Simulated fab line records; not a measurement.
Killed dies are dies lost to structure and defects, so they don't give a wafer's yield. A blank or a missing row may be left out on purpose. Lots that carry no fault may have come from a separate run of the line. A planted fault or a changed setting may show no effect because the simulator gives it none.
fab line records	flow n5-finfet
[record] lots = 7	wafers = 18	last-day = 17
route steps=1938 shown DUMMY_GATE@235 BEOL_M4@1111
lots untouched by any fault: they come from a run of this same line in which no faults occurred
start-h: start of the lot's first displayed wafer, in hours after the record's first day	wait-h: time in hours since the lot's previous step	" as in the row above	L1.1+2: a row that stands for several wafers	- no value, or no start was given	* or withheld: withheld	< > ~ a bound
route shown NAME@n: a module of which the file shows steps, and the number in the route of the first	usual: mean and standard deviation over wafers with no fault	same: alike in all rows	chamber/n: place in a boat	sites: the reading at each site	_std_site: the values' standard deviation	_edge_site: mean of outer sites minus mean of inner sites	radius-mm: for every site, how far away it sits from the centre of the wafer	mask NAME#n: copy n	behind: tool/chamber where the wafer was last shaped	hold: cause of the lot's hold/its duration in hours/its outcome	device: transistor that didn't switch, given as n, p or np	end of line: the same wafers' tests at the end of the route	a step with no rows: only its recipe	killed: not the wafer's yield, but the dies lost to structure and defects at the first sort	map: a wafer's dies, x killed, . not, _ none there
set.NAME: the setting as run; set.NAME@STEP: as run at that earlier step	model.NAME: the simulator's own value behind a step, which no gauge read
lots seen at some steps along the route; tables by step, rows by wafer
services: the hour from which a tool's chamber was out of use, counted from the record's first day as start-h (under 0 if before that day), plus the number of hours and why
[[steps]]
[step N5_DUMMY_GATE_ETCH_29]
[recipe] chemistry = N2/H2	target = underlayer	target-depth-a = 130	ion-energy-ev = 200	pressure-mtorr = 30	source-w = 840	bias-w = 150	n2-flow-sccm = 200	h2-flow-sccm = 200
[step N5_DUMMY_GATE_ETCH_36]
[recipe] chemistry = CF4	target = SiARC	target-depth-a = 130	pressure-mtorr = 40	source-w = 545	bias-w = 36	Ar_flow_sccm = 100	cf4-flow-sccm = 100	ion-energy-ev = 80
[step N5_DUMMY_GATE_ETCH_37]
[recipe] chemistry = N2/H2	target = SOC	target-depth-a = 600	overetch-a = 300	temp-c = 40	ion-energy-ev = 200	pressure-mtorr = 30	source-w = 840	bias-w = 150	n2-flow-sccm = 200	h2-flow-sccm = 200
[usual] drypump-motor-current-A = 5.4/0.46	oes-product-au = 0.62/0.061	rf-vpp-V = 524.3/2.3	showerhead-plenum-p-Torr = 2.56/0.08	throttle-valve-pct = 17.81/0.24
lot.wafer	tool	chamber	start-h	wait-h	drypump-motor-current-A	oes-product-au	rf-hours-counter-h	rf-vpp-V	showerhead-plenum-p-Torr	throttle-valve-pct
L631.2	rie-diel-03	1	45.91	0.0	5.2	0.59	163	526.9	2.64	17.79
L631.3	"	2	"	"	4.8	0.57	217	525.0	2.50	17.59
L631.4	"	0	"	"	5.4	0.59	152	527.2	2.66	17.82
L636.1	rie-diel-03	2	77.86	0.0	4.8	0.56	225	522.1	2.50	17.61
L636.2	"	3	"	"	5.1	0.69	61	524.3	2.58	17.57
L636.3	"	1	"	"	5.2	0.58	172	527.3	2.64	17.80
L643.5	rie-diel-03	3	118.18	0.0	5.1	0.68	-	525.6	2.57	17.59
L643.6	"	0	"	"	5.3	0.58	-	526.3	2.65	17.87
L645.5	rie-diel-05	2	130.88	0.0	6.0	0.55	-	522.4	2.51	18.20
L645.6	"	3	"	"	5.4	0.60	-	526.4	2.65	17.69
L647.3	rie-diel-03	3	141.97	0.0	5.1	0.67	79	526.7	2.57	17.60
L647.4	"	0	"	"	5.4	0.57	178	527.0	2.65	17.89
L647.6	"	2	"	"	4.8	0.56	-	521.5	2.49	17.64
L648.1	rie-diel-06	3	152.65	0.0	6.8	0.70	27	523.7	2.59	17.48
L648.5	"	0	"	"	5.5	0.60	-	521.2	2.43	17.95
L654.1	rie-diel-05	0	184.33	0.0	5.3	0.60	157	523.6	2.54	17.50
L654.2	"	2	"	"	6.0	0.55	238	523.7	2.50	18.26
L654.5	"	0	"	"	5.3	0.61	-	523.6	2.54	17.49
[step N5_DUMMY_GATE_STRIP_38]
[recipe] chemistry = N2/H2	temp-c = 40	n2-flow-sccm = 200	h2-flow-sccm = 200	rf-frequency-hz = 6e+07
[step N5_DUMMY_GATE_STRIP_39]
[recipe] chemistry = N2/H2	temp-c = 40	n2-flow-sccm = 200	h2-flow-sccm = 200	rf-frequency-hz = 6e+07
[step N5_DUMMY_GATE_TRIM_49]
[recipe] chemistry = O2	resist = SOC	time-s = 29	target-cd-nm = 14	source-power-w = 300	bias-power-w = 0	O2_flow_sccm = 100	temp-c = 20
[step N5_DUMMY_GATE_STRIP_40]
[recipe] chemistry = CF4	resist = SiARC	power-w = 300	bias-power-w = 75	pressure-mtorr = 50	cf4-flow-sccm = 150	rf-frequency-hz = 6e+07
[usual] drypump-motor-current-A = 5.4/0.37	oes-product-au = 0.76/0.065	rf-vpp-V = 271.2/1.6	showerhead-plenum-p-Torr = 1.80/0.054	throttle-valve-pct = 13.60/0.24
lot.wafer	tool	chamber	start-h	wait-h	drypump-motor-current-A	oes-product-au	rf-hours-counter-h	rf-vpp-V	showerhead-plenum-p-Torr	throttle-valve-pct
L631.2	rie-diel-03	2	46.10	0.1	4.8	0.71	217	270.8	1.77	13.49
L631.3	"	0	"	"	5.4	0.73	153	274.6	1.86	13.55
L631.4	"	3	"	"	5.1	0.87	52	271.0	1.82	13.37
L636.1	rie-diel-05	3	78.04	0.1	5.4	0.77	141	272.3	1.87	13.54
L636.2	"	0	"	"	5.3	0.78	127	270.3	1.80	13.35
L636.3	"	1	"	"	5.6	0.71	219	267.5	1.70	13.96
L643.5	rie-diel-03	1	118.35	0.0	5.1	0.73	-	272.8	1.86	13.65
L643.6	"	0	"	"	5.3	0.71	-	271.1	1.86	13.59
L645.5	rie-diel-03	1	131.05	0.0	5.2	0.72	-	272.7	1.86	13.64
L645.6	"	2	"	"	4.8	0.70	-	271.2	1.77	13.52
L647.3	rie-diel-06	0	142.16	0.1	5.5	0.76	138	270.8	1.73	13.73
L647.4	"	2	"	"	5.7	0.75	126	270.9	1.74	13.90
L647.6	"	3	"	"	6.8	0.88	-	271.5	1.83	13.28
L648.1	rie-diel-05	3	152.85	0.1	5.4	0.75	162	272.7	1.87	13.59
L648.5	"	1	"	"	5.6	0.70	-	268.6	1.70	14.02
L654.1	rie-diel-03	3	184.72	0.3	5.1	0.83	94	272.6	1.81	13.45
L654.2	"	0	"	"	5.3	0.70	193	273.6	1.85	13.64
L654.5	"	3	"	"	5.1	0.83	-	271.8	1.81	13.44
[step N5_DUMMY_GATE_CD_MEAS_50]
[recipe] target-cd-nm = 14
[usual] cd-nm = 13.98/0.26
lot.wafer	tool	chamber	start-h	wait-h	cd-nm
L631.2	cd-sem-01	-	46.15	0.0	13.84
L631.3	"	-	"	"	14.02
L631.4	"	-	"	"	13.52
L636.1	cd-sem-01	-	78.09	0.0	13.51
L636.2	"	-	"	"	14.21
L636.3	"	-	"	"	13.90
L643.5	cd-sem-01	-	118.40	0.0	13.85
L643.6	"	-	"	"	13.91
L645.5	cd-sem-03	-	131.11	0.0	13.88
L645.6	"	-	"	"	13.77
L647.3	cd-sem-03	-	142.21	0.0	14.03
L647.4	"	-	"	"	13.78
L647.6	"	-	"	"	13.72
L648.1	cd-sem-01	-	152.90	0.0	13.61
L648.5	"	-	"	"	13.67
L654.1	cd-sem-02	-	184.76	0.0	13.95
L654.2	"	-	"	"	13.73
L654.5	"	-	"	"	13.99
[step N5_DUMMY_GATE_ETCH_31]
[recipe] chemistry = C4F6/O2	target = SiO2	mask-material = SOC	target-depth-a = 825	time-s = 27.5	ion-energy-ev = 250	pressure-mtorr = 30	source-w = 345	bias-w = 185	Ar_flow_sccm = 300	C4F6_flow_sccm = 10	O2_flow_sccm = 10
[step N5_DUMMY_GATE_STRIP_41]
[recipe] chemistry = O2	power-w = 400	temp-c = 40	pressure-mtorr = 30	rf-frequency-hz = 6e+07	bias-power-w = 0	overash-fraction = 0.3	o2-flow-sccm = 225
[usual] drypump-motor-current-A = 5.5/0.4	oes-product-au = 0.77/0.075	rf-vpp-V = 3.7/0.47	showerhead-plenum-p-Torr = 2.09/0.068	throttle-valve-pct = 16.69/0.23
lot.wafer	tool	chamber	start-h	wait-h	drypump-motor-current-A	oes-product-au	rf-hours-counter-h	rf-vpp-V	showerhead-plenum-p-Torr	throttle-valve-pct
L631.2	rie-diel-05	2	46.24	0.0	6.0	0.72	198	3.4	2.08	16.91
L631.3	"	3	"	"	5.4	0.78	131	3.5	2.20	16.60
L631.4	"	2	"	"	6.0	0.72	-	3.2	2.08	16.90
L636.1	rie-diel-05	0	78.18	0.0	5.3	0.79	127	3.6	2.10	16.37
L636.2	"	1	"	"	5.6	0.71	219	3.5	1.98	17.01
L636.3	"	3	"	"	5.4	0.77	141	3.7	2.20	16.63
L643.5	rie-diel-03	0	118.50	0.0	5.3	0.72	-	4.1	2.18	16.66
L643.6	"	3	"	"	5.1	0.86	-	3.3	2.12	16.49
L645.5	rie-diel-05	1	131.64	0.5	5.6	0.71	-	4.3	1.98	17.05
L645.6	"	2	"	"	6.0	0.70	-	3.4	2.07	16.96
L647.3	rie-diel-05	2	142.35	0.0	6.0	0.71	225	2.5	2.07	16.96
L647.4	"	3	"	"	5.4	0.75	159	3.1	2.19	16.65
L647.6	"	1	"	"	5.6	0.70	-	4.2	1.98	17.04
L648.1	rie-diel-05	1	152.99	0.0	5.6	0.70	241	2.8	1.97	17.06
L648.5	"	0	"	"	5.3	0.78	-	3.0	2.09	16.42
L654.1	rie-diel-05	1	184.86	0.0	5.6	0.69	249	4.1	1.97	17.08
L654.2	"	0	"	"	5.3	0.77	158	3.9	2.08	16.43
L654.5	"	1	"	"	5.6	0.69	-	3.8	1.97	17.07
[step N5_DUMMY_GATE_HM_OPEN_21]
[recipe] chemistry = CH3F/O2	target = SiNx	target-depth-a = 1200	Ar_flow_sccm = 150	CH3F_flow_sccm = 30	O2_flow_sccm = 23	time-s = 171.4	pressure-mtorr = 30	source-w = 395	bias-w = 73	ion-energy-ev = 120.7
[usual] drypump-motor-current-A = 5.5/0.4	oes-product-au = 0.77/0.074	rf-vpp-V = 299/3.1	showerhead-plenum-p-Torr = 2.02/0.065	throttle-valve-pct = 16.51/0.22
lot.wafer	tool	chamber	start-h	wait-h	drypump-motor-current-A	oes-product-au	rf-hours-counter-h	rf-vpp-V	showerhead-plenum-p-Torr	throttle-valve-pct
L631.2	rie-diel-05	2	46.28	0.0	6.0	0.72	198	297	2.00	16.72
L631.3	"	3	"	"	5.4	0.78	131	298	2.12	16.41
L631.4	"	2	"	"	6.0	0.72	-	299	2.00	16.71
L636.1	rie-diel-05	0	78.22	0.0	5.3	0.78	127	296	2.04	16.25
L636.2	"	1	"	"	5.6	0.71	219	301	1.91	16.84
L636.3	"	3	"	"	5.4	0.76	141	300	2.11	16.43
L643.5	rie-diel-03	0	118.59	0.1	5.3	0.72	-	305	2.09	16.44
L643.6	"	3	"	"	5.1	0.85	-	295	2.05	16.31
L645.5	rie-diel-05	1	131.73	0.1	5.6	0.70	-	299	1.91	16.86
L645.6	"	2	"	"	6.0	0.70	-	299	1.99	16.75
L647.3	rie-diel-05	2	142.39	0.0	6.0	0.70	225	297	1.99	16.77
L647.4	"	3	"	"	5.4	0.75	159	299	2.11	16.44
L647.6	"	1	"	"	5.6	0.70	-	299	1.91	16.85
L648.1	rie-diel-05	1	153.03	0.0	5.6	0.70	241	300	1.91	16.87
L648.5	"	0	"	"	5.3	0.77	-	294	2.03	16.29
L654.1	rie-diel-05	1	184.90	0.0	5.6	0.69	249	300	1.90	16.90
L654.2	"	0	"	"	5.3	0.76	158	294	2.03	16.30
L654.5	"	1	"	"	5.6	0.70	-	299	1.90	16.90
[step N5_DUMMY_GATE_ETCH_32]
[recipe] chemistry = CF4	target = SiO2	target-depth-a = 35	time-s = 3.9	ion-energy-ev = 350	pressure-mtorr = 10	icp-w = 800	bias-w = 400	cf4-flow-sccm = 80
[usual] drypump-motor-current-A = 5.5/0.44	oes-product-au = 1.005/0.019	throttle-valve-pct = 21.73/0.22
lot.wafer	tool	chamber	start-h	wait-h	drypump-motor-current-A	oes-product-au	rf-hours-counter-h	throttle-valve-pct
L631.2	rie-si-06	2	46.45	0.1	5.8	1.015	185	21.48
L631.3	"	3	"	"	5.7	1.010	76	21.81
L631.4	"	1	"	"	5.3	0.977	75	21.94
L636.1	rie-si-05	0	78.38	0.1	5.1	1.025	161	21.91
L636.2	"	1	"	"	5.1	1.008	178	21.72
L636.3	"	2	"	"	6.0	1.017	121	22.12
L643.5	rie-si-05	3	118.70	0.0	5.4	1.006	-	21.57
L643.6	"	2	"	"	6.0	1.029	-	22.09
L645.5	rie-si-05	2	131.84	0.0	6.0	1.022	-	22.10
L645.6	"	1	"	"	5.0	1.011	-	21.74
L647.3	rie-si-06	3	142.55	0.1	5.7	0.990	78	21.81
L647.4	"	1	"	"	5.2	0.962	76	21.94
L647.6	"	2	"	"	5.8	1.011	-	21.47
L648.1	rie-si-05	0	153.19	0.1	5.0	1.023	163	21.89
L648.5	"	1	"	"	5.0	1.013	-	21.72
L654.1	rie-si-02	0	185.06	0.1	4.9	0.997	3	21.57
L654.2	"	3	"	"	4.9	0.970	42	21.39
L654.5	"	1	"	"	5.9	0.998	-	21.77
[step N5_DUMMY_GATE_ETCH_23]
[recipe] chemistry = HBr/Cl2/O2	HBr_flow_sccm = 150	Cl2_flow_sccm = 80	O2_flow_sccm = 12	bias-w = 102	target-depth-a = 410	time-s = 22.3	target = poly-Si	mask-material = SiO2	pressure-mtorr = 10	icp-w = 800
[usual] drypump-motor-current-A = 5.5/0.44	oes-product-au = 1.004/0.019	throttle-valve-pct = 37.14/0.19
lot.wafer	tool	chamber	start-h	wait-h	drypump-motor-current-A	oes-product-au	rf-hours-counter-h	throttle-valve-pct	model.etch.depth-nm	model.SiO2_of_DUMMY_GATE_PECVD_30.thk-nm
L631.2	rie-si-06	2	46.48	0.0	5.8	1.015	185	37.08	41.27	38.6
L631.3	"	3	"	"	5.7	1.001	76	37.10	41.85	38.4
L631.4	"	1	"	"	5.3	0.973	75	37.33	41.15	39.4
L636.1	rie-si-05	0	78.41	0.0	5.1	1.004	161	37.35	41.24	39
L636.2	"	1	"	"	5.0	1.018	178	37.14	41.61	39.4
L636.3	"	2	"	"	6.0	1.016	121	37.43	40.67	39.4
L643.5	rie-si-05	3	118.74	0.0	5.4	0.775	-	36.91	27.02	40.4
L643.6	"	2	"	"	6.0	1.007	-	37.41	40.51	40.2
L645.5	rie-si-05	2	131.88	0.0	6.0	0.771	-	37.41	26.78	40
L645.6	"	1	"	"	5.1	1.009	-	37.14	41.67	39.4
L647.3	rie-si-06	3	142.58	0.0	5.7	1.006	78	37.09	42.03	39
L647.4	"	1	"	"	5.3	0.973	76	37.33	40.98	39.2
L647.6	"	2	"	"	5.8	1.016	-	37.09	41.6	39.2
L648.1	rie-si-05	0	153.23	0.0	5.1	0.775	163	37.36	27.41	39.8
L648.5	"	1	"	"	5.0	0.767	-	37.15	27	40.6
L654.1	rie-si-02	0	185.09	0.0	4.8	0.984	3	37.03	40.56	39.6
L654.2	"	3	"	"	4.9	0.953	42	36.86	40.34	39
L654.5	"	1	"	"	5.8	1.000	-	37.17	40.92	39.2
[step N5_DUMMY_GATE_ETCH_44]
[recipe] chemistry = HBr/O2	over-etch-frac = 0.7	target-depth-a = 1275	stop-on = SiO2	ion-energy-ev = 60	bias-w = 20	target = poly-Si	mask-material = SiO2	pressure-mtorr = 20	icp-w = 400	HBr_flow_sccm = 120	O2_flow_sccm = 10
[usual] drypump-motor-current-A = 5.5/0.44	oes-product-au = 0.728/0.013	throttle-valve-pct = 18.44/0.17
lot.wafer	tool	chamber	start-h	wait-h	drypump-motor-current-A	oes-product-au	rf-hours-counter-h	throttle-valve-pct	model.SiO2_of_DUMMY_GATE_PECVD_30.thk-nm
L631.2	rie-si-06	2	46.53	0.0	5.8	0.734	185	18.21	37.6
L631.3	"	3	"	"	5.7	0.704	76	18.48	37.4
L631.4	"	1	"	"	5.3	0.699	75	18.58	38.4
L636.1	rie-si-05	0	78.47	0.0	5.1	0.744	161	18.65	38
L636.2	"	1	"	"	5.1	0.739	178	18.45	38.4
L636.3	"	2	"	"	6.0	0.733	121	18.70	38.4
L643.5	rie-si-05	3	118.81	0.0	5.5	0.729	-	18.35	39.4
L643.6	"	2	"	"	6.0	0.746	-	18.69	39.2
L645.5	rie-si-05	2	131.95	0.0	6.0	0.738	-	18.71	39
L645.6	"	1	"	"	5.1	0.729	-	18.46	38.4
L647.3	rie-si-06	3	142.64	0.0	5.7	0.722	78	18.50	38
L647.4	"	1	"	"	5.2	0.701	76	18.57	38.4
L647.6	"	2	"	"	5.8	0.726	-	18.23	38.2
L648.1	rie-si-05	0	153.28	0.0	5.1	0.744	163	18.66	38.8
L648.5	"	1	"	"	5.0	0.737	-	18.46	39.6
L654.1	rie-si-02	0	185.15	0.0	4.8	0.724	3	18.33	38.6
L654.2	"	3	"	"	4.9	0.703	42	18.14	38
L654.5	"	1	"	"	5.8	0.723	-	18.42	38.2
[step N5_DUMMY_GATE_CD_MEAS_24]
[recipe] target-cd-nm = 15
[usual] cd-nm = 15.0/0.31
lot.wafer	tool	chamber	start-h	wait-h	cd-nm
L631.2	cd-sem-03	-	46.65	0.1	15.3
L631.3	"	-	"	"	14.7
L631.4	"	-	"	"	14.9
L636.1	cd-sem-03	-	78.58	0.1	14.3
L636.2	"	-	"	"	15.2
L636.3	"	-	"	"	15.0
L643.5	cd-sem-03	-	118.89	0.0	15.3
L643.6	"	-	"	"	15.1
L645.5	cd-sem-02	-	132.03	0.0	14.4
L645.6	"	-	"	"	14.9
L647.3	cd-sem-03	-	142.76	0.1	15.6
L647.4	"	-	"	"	14.8
L647.6	"	-	"	"	15.0
L648.1	cd-sem-02	-	153.39	0.1	15.1
L648.5	"	-	"	"	14.6
L654.1	cd-sem-03	-	185.26	0.1	15.3
L654.2	"	-	"	"	15.2
L654.5	"	-	"	"	15.3
[step N5_BEOL_M4_RC_MEAS_101]
[usual] DIBL_N = 36.4/1.5	DIBL_P = 36.4/1.6	IOFF_N = 0.164/0.025	IOFF_P = 0.214/0.028	ION_N = 675/9.9	ION_P = 463/6.5	SS_N = 71.5/0.5	SS_P = 73.3/0.56	VT_N = 249.2/2.7	VT_P = -250.1/2.8
lot.wafer	tool	chamber	start-h	wait-h	DIBL_N[mV/V]	DIBL_P[mV/V]	IOFF_N[nA/um]	IOFF_P[nA/um]	ION_N[uA/um]	ION_P[uA/um]	SS_N[mV/dec]	SS_P[mV/dec]	VT_N[mV]	VT_P[mV]
L631.2	prober-02	0	164.35	0.2	36.9	36.0	0.149	0.180	663	449	71.6	73.3	247.9	-254.4
L631.3	"	0	"	"	37.6	36.7	0.156	0.191	674	452	71.2	73.5	250.3	-252.5
L631.4	"	0	"	"	37.0	36.4	0.146	0.184	677	463	71.7	72.6	250.0	-253.9
L636.1	prober-01	0	195.37	0.0	39.4	37.2	0.204	0.238	702	475	72.0	73.7	246.6	-247.6
L636.2	"	0	"	"	37.3	35.1	0.166	0.205	679	461	71.6	73.0	250.2	-251.2
L636.3	"	0	"	"	38.9	35.5	0.195	0.217	683	458	72.0	73.9	246.6	-249.3
L643.5	prober-01	0	241.81	0.6	34.9	35.3	0.134	0.174	667	457	71.3	72.6	248.9	-254.2
L643.6	"	0	"	"	34.6	35.4	0.134	0.181	664	459	71.7	73.1	254.2	-251.2
L645.5	prober-01	0	243.94	0.6	36.9	39.2	0.184	0.238	674	465	71.9	73.8	249.6	-247.8
L645.6	"	0	"	"	37.3	39.1	0.190	0.245	682	467	71.6	73.5	248.4	-248.2
L647.3	prober-02	0	270.10	0.7	34.1	33.4	0.139	0.180	680	469	70.3	73.1	249.9	-253.1
L647.4	"	0	"	"	36.8	36.7	0.181	0.211	686	466	70.4	73.2	247.8	-249.4
L647.6	"	0	"	"	35.2	35.4	0.157	0.195	676	469	70.7	72.9	247.9	-250.3
L648.1	prober-01	0	272.10	0.0	37.6	37.9	0.208	0.228	677	459	72.8	73.9	246.8	-248.5
L648.5	"	0	"	"	36.8	37.4	0.199	0.231	700	473	71.5	73.7	242.5	-246.7
L654.1	prober-02	0	303.08	0.0	37.1	35.9	0.165	0.203	675	460	71.3	73.4	249.8	-249.2
L654.2	"	0	"	"	38.6	37.3	0.201	0.237	685	466	71.6	74.3	247.9	-247.4
L654.5	"	0	"	"	36.7	35.5	0.166	0.198	673	454	71.4	73.5	246.7	-250.3
[[services]]
tool	chamber	start-h	hours	kind
rie-diel-05	2	24.66	3.3	repair
rie-si-02	0	31.16	-	clean
rie-si-02	0	31.16	-	consumable-replace:focus-ring
rie-si-02	0	31.16	25.8	scheduled-down
rie-si-02	0	31.16	25.8	vent-cycle
rie-diel-05	0	43.68	8.0	repair
rie-diel-05	2	47.42	1.8	repair
rie-diel-06	3	48.93	-	clean
rie-diel-06	3	48.93	-	consumable-replace:focus-ring
rie-diel-06	3	48.93	18.6	scheduled-down
rie-diel-06	3	48.93	18.6	vent-cycle
rie-si-02	-	54.60	2.8	pm
rie-diel-05	2	65.70	3.1	repair
rie-si-05	2	69.49	6.8	repair
rie-si-06	-	80.04	28.1	pm
rie-diel-03	-	95.11	2.8	pm
rie-si-05	3	102.40	6.3	repair
rie-si-06	-	131.77	0.3	repair
rie-diel-06	3	158.92	1.5	repair
rie-diel-03	2	161.17	-	clean
rie-diel-03	2	161.17	-	consumable-replace:focus-ring
rie-diel-03	2	161.17	17.2	scheduled-down
rie-diel-03	2	161.17	17.2	vent-cycle
[[key]]
[first-sign] step = N5_DUMMY_GATE_ETCH_23	reading = oes-product-au	direction = down	sigmas = 12	usual = 1.004	struck = 0.772
effect none on later readings
[model-effect] step = N5_DUMMY_GATE_ETCH_23	value = etch.depth-nm	without = 41.27	struck = 27.05
[model-effect] step = N5_DUMMY_GATE_ETCH_44	value = SiO2_of_DUMMY_GATE_PECVD_30.thk-nm	without = 38.25	struck = 39.2
met-at N5_DUMMY_GATE_ETCH_23
struck-wafers L643.5,L645.5,L648.1,L648.5
onset-between 78.41 118.74
[fault] kind = process-parameter-drift	tool = rie-si-05	chamber = -	onset-h = 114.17	steps = N5_DUMMY_GATE_ETCH_23	channel = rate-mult	offset = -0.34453	shape = step	end-h = 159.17	scope = struck-wafers-only
